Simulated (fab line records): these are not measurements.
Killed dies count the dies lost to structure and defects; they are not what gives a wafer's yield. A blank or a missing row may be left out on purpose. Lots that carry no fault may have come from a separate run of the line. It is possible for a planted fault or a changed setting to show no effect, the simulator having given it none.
Comparing a struck lot with a sound one :: flow n5-finfet :: 15 out of 1938 route steps
Sound: wafers L435.1, L435.3, L435.5. Wafers L443.3, L443.4, L443.5 were the ones struck. Last of all comes the cause.
Order at every step that has rows: each side's tool, ch and its chambers, its first start. Under that, the readings that differ: sound wafers :: struck wafers :: difference of the means :: sigmas: that difference in standard deviations of wafers without a fault.
alike: words and numbers the same on both sides, and readings whose means are apart by under 2 such deviations; not compared: readings that were withheld, readings missing a value for some wafer, numbers with overlapping values and no deviation given by the record, and bounds like >300 which may hide the same value.
Wherever a step has rows on one side only, a row that says differs or no value, or a row with sigmas, the two part there. Non-overlapping numbers with no deviation appear without sigmas and do not part them. A reading that every wafer of one side lacks parts them only if that side has two wafers or more.

first, 7 steps without rows for these wafers: N5_WELL_APT_COAT_02 (resist thk 950 nm); N5_WELL_APT_EBR_04; N5_WELL_APT_SOFTBAKE_03 (time 60 s); N5_WELL_APT_EXPOSE_05 (exposes mask NWELL, defocus 0 nm, target cd 200 nm); N5_WELL_APT_PEB_06 (peb time 90 s); N5_WELL_APT_DEVELOP_07 (develop time 45 s); N5_WELL_APT_HARDBAKE_12 (time 120 s).
N5_WELL_APT_CD_MEAS_08: the cd target is 200 nm.
  sound on cd-sem-01 ch 0, day 2 19:49; struck on cd-sem-02 ch 0, day 4 19:44
  alike: cd-nm
N5_WELL_APT_OVL_MEAS_09:
  sound on overlay-01 ch 0, day 2 19:50; struck on overlay-01 ch 0, day 4 19:45
  alike: NWELL_OVL
N5_WELL_APT_INSPECT_10: inspects for defects (macro).
  sound: defect-inspect-01 at day 2 19:52; struck: defect-inspect-01 at day 4 19:47
  alike: raw-defect-count
N5_WELL_APT_DESCUM_13: chemistry O2, time 7.9 s.
  sound on rie-diel-05 ch 0,1, day 2 19:56; struck on rie-diel-05 ch 1,3, day 4 19:49
  alike: drypump-motor-current-A, oes-product-au, rf-vpp-V, showerhead-plenum-p-Torr, temp-c, throttle-valve-pct
  not compared: rf-hours-counter-h
next, for these wafers, 1 step has no rows: N5_WELL_APT_IMPLANT_14.
N5_WELL_APT_IMPLANT_15:
  sound on implanter-02 ch 0, day 2 20:13; struck on implanter-02 ch 0, day 4 20:09
reading: dose-ions-cm2
sound: 1.4959e+13 1.5004e+13 1.5013e+13
struck: 1.2727e+13 1.2725e+13 1.2749e+13
difference: -2.2583e+12
sigmas: -99 or more

reading: faraday-current-uA
sound: 198 192 192
struck: 161 162 158
difference: -34
sigmas: -9
then, 1 step without rows for these wafers: N5_WELL_APT_STRIP_16 (strips in SPM, time 900 s).
-- a jump in the record: the struck wafers' starts before and after are 12 days apart (it breaks off in module WELL_APT and resumes in module PASSIVATION, where the first step shown is number 1936 of the route) --
N5_PASSIVATION_PROBE_49:
  sound: prober-01 at day 14 20:52; struck: prober-01 at day 17 04:14
  alike: killed_at_M0_to_M3, killed_at_M4_up, killed-at-contacts, killed-at-front-end, killed-at-other, killed-dies, killed-open, killed-short

WHERE THEY PART
At N5_WELL_APT_IMPLANT_15 and nowhere else, as far as this record goes. Later steps at which nothing parts them and some readings are alike: N5_PASSIVATION_PROBE_49.

WHY: what had been put in by the simulator
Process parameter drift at N5_WELL_APT_IMPLANT_15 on implanter-02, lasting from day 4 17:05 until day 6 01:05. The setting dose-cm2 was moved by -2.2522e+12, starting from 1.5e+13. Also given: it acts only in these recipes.
